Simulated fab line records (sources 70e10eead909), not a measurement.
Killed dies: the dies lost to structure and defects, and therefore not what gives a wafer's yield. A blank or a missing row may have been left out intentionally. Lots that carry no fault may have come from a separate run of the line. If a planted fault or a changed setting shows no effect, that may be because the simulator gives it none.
Comparing a struck lot with a sound one | flow nand-harc | 12 out of 1159 route steps
Sound: the wafers L244.1, L244.5, L244.6. Wafers L249.1, L249.3, L249.6 were the ones struck. The cause comes at the end.
Each step with rows lists, per side, the tool, then ch with its chambers, then its first start. Under that, the readings that differ: sound wafers | struck wafers | difference of the means | sigmas: that difference in standard deviations of wafers without a fault.
alike: readings whose means differ by less than 2 such deviations, and words and numbers that are the same on both sides. not compared: withheld readings, readings that some wafer has no value for, bounds like >300 that may hide the same value, and numbers for which the record gives no deviation and whose values overlap.
Wherever a step has rows on one side only, a row that says differs or no value, or a row with sigmas, the two part there. Numbers that have no deviation but don't overlap get no sigmas and don't part them. A reading that every wafer of one side lacks parts them only if that side has two wafers or more.

NHARC_A_SOURCE_PLATE_THK_MEAS_06: measures by ellipsometry.
  struck on film-metro-01, day 12 22:47; sound on film-metro-02, day 11 17:43
  alike: thk-nm
NHARC_A_SOURCE_PLATE_INSPECT_08:
  struck on defect-inspect-01, day 12 22:50; sound on defect-inspect-01, day 11 17:48
  alike: raw-defect-count
after that, 1 step with no rows for these wafers: NHARC_A_ONON_D1_DEP_00 (target thk 1000 nm).
NHARC_A_ONON_D1_THK_MEAS_02: measures by ellipsometry.
  struck on film-metro-02, day 12 23:25; sound on film-metro-02, day 11 18:23
  alike: thk-nm
after that, 1 step with no rows for these wafers: NHARC_A_ONON_D1_DEP_03 (target thk 1000 nm).
NHARC_A_ONON_D1_THK_MEAS_05: measures by ellipsometry.
  struck on film-metro-01, day 12 23:59; sound on film-metro-01, day 11 19:04
  alike: thk-nm
after that, 1 step with no rows for these wafers: NHARC_A_ONON_D1_DEP_06 (target thk 1000 nm).
NHARC_A_ONON_D1_THK_MEAS_08: measures by ellipsometry.
  struck on film-metro-02, day 13 00:34; sound on film-metro-02, day 11 19:38
  alike: thk-nm
after that, 1 step with no rows for these wafers: NHARC_A_ONON_D1_DEP_09 (target thk 1000 nm).
NHARC_A_ONON_D1_THK_MEAS_11: measures by ellipsometry.
  struck on film-metro-01, day 13 01:08; sound on film-metro-01, day 11 20:12
  alike: thk-nm
NHARC_A_ONON_D1_DEP_12: target thk 1000 nm.
  sound on pecvd-onon-02 ch 0, day 11 20:19; struck on pecvd-onon-03 ch 0, day 13 01:11
  alike: n2-flow-sccm
NHARC_A_ONON_D1_THK_MEAS_14: measures by ellipsometry.
  struck on film-metro-01, day 13 01:52; sound on film-metro-01, day 11 20:50
  reading     | sound          | struck         | difference | sigmas
  thk-nm (nm) | 1009 1011 1011 | 1531 1531 1531 | +521       | +66
  not compared: hold

## WHERE THEY PART
At NHARC_A_ONON_D1_THK_MEAS_14 and nowhere else, as far as this record goes.

WHY: what the simulator had put in
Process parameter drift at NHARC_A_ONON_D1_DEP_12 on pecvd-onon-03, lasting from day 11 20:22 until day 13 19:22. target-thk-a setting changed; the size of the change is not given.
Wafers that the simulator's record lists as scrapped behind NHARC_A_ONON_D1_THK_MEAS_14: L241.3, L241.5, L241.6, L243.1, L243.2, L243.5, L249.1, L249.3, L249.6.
